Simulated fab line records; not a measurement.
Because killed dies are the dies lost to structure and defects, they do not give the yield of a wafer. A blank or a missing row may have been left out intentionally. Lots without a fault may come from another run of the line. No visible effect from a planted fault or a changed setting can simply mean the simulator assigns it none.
A struck lot beside a sound one | flow n5-finfet | 15 steps out of a route of 1938
Sound: wafers L564.1, L564.2, L564.6. Wafers struck: L574.4, L574.5. At the end, the cause is stated.
Per side, at each step with rows, come the tool, then ch with its chambers, and then its first start. Under that, the readings that differ: sound wafers | struck wafers | difference of the means | sigmas: that difference in standard deviations of wafers without a fault.
alike: same words and numbers on both sides, and readings whose means sit less than 2 such deviations apart. not compared: any withheld reading, any reading some wafer has no value for, any bound like >300 that may hide the same value, and any number with overlapping values for which the record gives no deviation.
The two part at a step that has a row with sigmas, a row that says differs or no value, or rows on one side only. Non-overlapping numbers with no deviation appear without sigmas and do not part them. A reading missing from all wafers of one side parts the sides only when that side holds two or more wafers.

first, 7 steps without rows for these wafers: N5_BEOL_M5_COAT_71 (time 60 s, resist thk 5 nm); N5_BEOL_M5_COAT_05 (resist thk 30 nm); N5_BEOL_M5_EBR_07; N5_BEOL_M5_SOFTBAKE_06 (time 60 s); N5_BEOL_M5_EXPOSE_08 (exposes mask M5, target cd 28 nm); N5_BEOL_M5_PEB_09 (peb time 60 s); N5_BEOL_M5_DEVELOP_10 (develop time 30 s).
N5_BEOL_M5_CD_MEAS_11: target cd 27.74 nm.
  sound on cd-sem-01 ch 0, day 10 02:46; struck on cd-sem-02 ch 0, day 13 01:52
  alike: cd-nm
N5_BEOL_M5_OVL_MEAS_12:
  sound on overlay-02 ch 0, day 10 02:48; struck on overlay-02 ch 0, day 13 01:55
  alike: M5_OVL
N5_BEOL_M5_INSPECT_13: inspects for defects (brightfield).
  sound on defect-inspect-01, day 10 02:51; struck on defect-inspect-01, day 13 01:58
  alike: raw-defect-count
N5_BEOL_M5_DESCUM_16: chemistry O2, time 7 s.
  sound on rie-diel-01 ch 2,3, day 10 03:01; struck on rie-diel-04 ch 1,2, day 13 02:07
  reading               | sound             | struck      | difference | sigmas
  oes-product-au (a.u.) | 0.91 0.91 0.90    | 0.76 0.69   | -0.18      | -2
  rf-vpp-V (V)          | 243.5 244.1 243.4 | 241.6 239.8 | -3.0       | -2
  alike: drypump-motor-current-A, o2-flow-sccm, showerhead-plenum-p-Torr, throttle-valve-pct
  not compared: rf-hours-counter-h
N5_BEOL_M5_ETCH_72: etches underlayer in N2/H2, target depth 6.5 nm, time 5.2 s.
  sound on rie-diel-01 ch 2,3, day 10 03:03; struck on rie-diel-04 ch 1,2, day 13 02:09
  reading               | sound          | struck    | difference | sigmas
  oes-product-au (a.u.) | 0.79 0.77 0.80 | 0.65 0.56 | -0.18      | -2
  alike: drypump-motor-current-A, etch-rf-on-time-s, rf-vpp-V, showerhead-plenum-p-Torr, throttle-valve-pct
  not compared: rf-hours-counter-h
N5_BEOL_M5_ETCH_61: etches SiARC in CF4, target depth 15.6 nm, time 26 s.
  sound on rie-diel-01 ch 2,3, day 10 03:04; struck on rie-diel-04 ch 1,2, day 13 02:10
  reading               | sound          | struck    | difference | sigmas
  etch-rf-on-time-s (s) | 24.5 26.9 24.6 | 31.5 33.1 | +7.0       | +8
  oes-product-au (a.u.) | 0.80 0.75 0.80 | 0.59 0.52 | -0.23      | -3
  alike: drypump-motor-current-A, mfc-ar-sccm, rf-vpp-V, showerhead-plenum-p-Torr, throttle-valve-pct
  not compared: rf-hours-counter-h
N5_BEOL_M5_ETCH_62: etches SOC in N2/H2, target depth 75 nm, overetch 15 nm, time 112.5 s.
  sound on rie-diel-01 ch 2,3, day 10 03:06; struck on rie-diel-04 ch 1,2, day 13 02:11
  reading               | sound          | struck    | difference | sigmas
  oes-product-au (a.u.) | 0.72 0.72 0.72 | 0.60 0.54 | -0.15      | -2
  alike: drypump-motor-current-A, rf-vpp-V, showerhead-plenum-p-Torr, throttle-valve-pct
  not compared: rf-hours-counter-h
N5_PASSIVATION_PROBE_49:
  rows exist in the record for the sound wafers here (prober-01, day 14 13:26), none for the struck ones

WHERE THEY PART
Last at N5_PASSIVATION_PROBE_49 as far as this record goes, first at N5_BEOL_M5_DESCUM_16.

WHY: what had been put in by the simulator
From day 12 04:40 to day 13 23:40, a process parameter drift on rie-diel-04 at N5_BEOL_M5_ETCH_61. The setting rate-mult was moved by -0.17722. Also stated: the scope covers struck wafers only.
